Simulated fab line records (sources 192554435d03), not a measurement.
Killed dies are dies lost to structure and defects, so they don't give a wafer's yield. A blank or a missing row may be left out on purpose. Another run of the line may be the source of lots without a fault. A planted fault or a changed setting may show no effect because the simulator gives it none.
Matching of chambers || flow n5 finfet || N5_BEOL_M2_DEP_57 on pecvd-02 has 3 sister chambers
The step deposits SiCN from 3MS/NH3, target thk 8 nm, time 14 s. 3 wafers are shown with their chamber, then 7 later ones without.

EACH WAFER AND ITS CHAMBER
{"wafer": "L085.6", "chamber": 1, "throttle valve pct (%)": 9.6}
{"wafer": "L087.1", "chamber": 0, "throttle valve pct (%)": 9.0}
{"wafer": "L087.2", "chamber": 2, "throttle valve pct (%)": 8.4}

WAFERS WHOSE CHAMBER IS MISSING
{"wafer": "L087.5", "throttle valve pct (%)": 9.0}
{"wafer": "L090.1", "throttle valve pct (%)": 8.8}
{"wafer": "L090.4", "throttle valve pct (%)": 8.5}
{"wafer": "L090.5", "throttle valve pct (%)": 9.2}
{"wafer": "L094.2", "throttle valve pct (%)": 8.6}
{"wafer": "L094.3", "throttle valve pct (%)": 8.9}
{"wafer": "L094.4", "throttle valve pct (%)": 8.8}

EACH ONE'S CHAMBER
{"wafer": "L087.5", "from the rows above": 0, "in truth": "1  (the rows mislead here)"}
{"wafer": "L090.1", "from the rows above": "can't be placed: 0 or 2", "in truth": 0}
{"wafer": "L090.4", "from the rows above": 2, "in truth": 2}
{"wafer": "L090.5", "from the rows above": "can't be placed: 0 or 1", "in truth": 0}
{"wafer": "L094.2", "from the rows above": "can't be placed: 2 or 0", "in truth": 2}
{"wafer": "L094.3", "from the rows above": 0, "in truth": 0}
{"wafer": "L094.4", "from the rows above": "can't be placed: 0 or 2", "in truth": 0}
Correctly placed: 2 of 7. Can't be placed from these rows: 4 (the true chamber is among the candidates in 4). Wrongly placed: 1.
How it was worked out, from the rows above alone: a wafer's distance from a chamber is the root of the sum, over the readings, of the square of ((its reading less the chamber's mean) divided by the reading's scatter). The wafer belongs to the nearest chamber; if the next one is less than 2 further off, it can't be placed. A chamber's mean is the mean of its shown wafers. The scatter: root of mean squared gap, hidden wafer to nearest shown wafer, with one shown wafer a chamber.
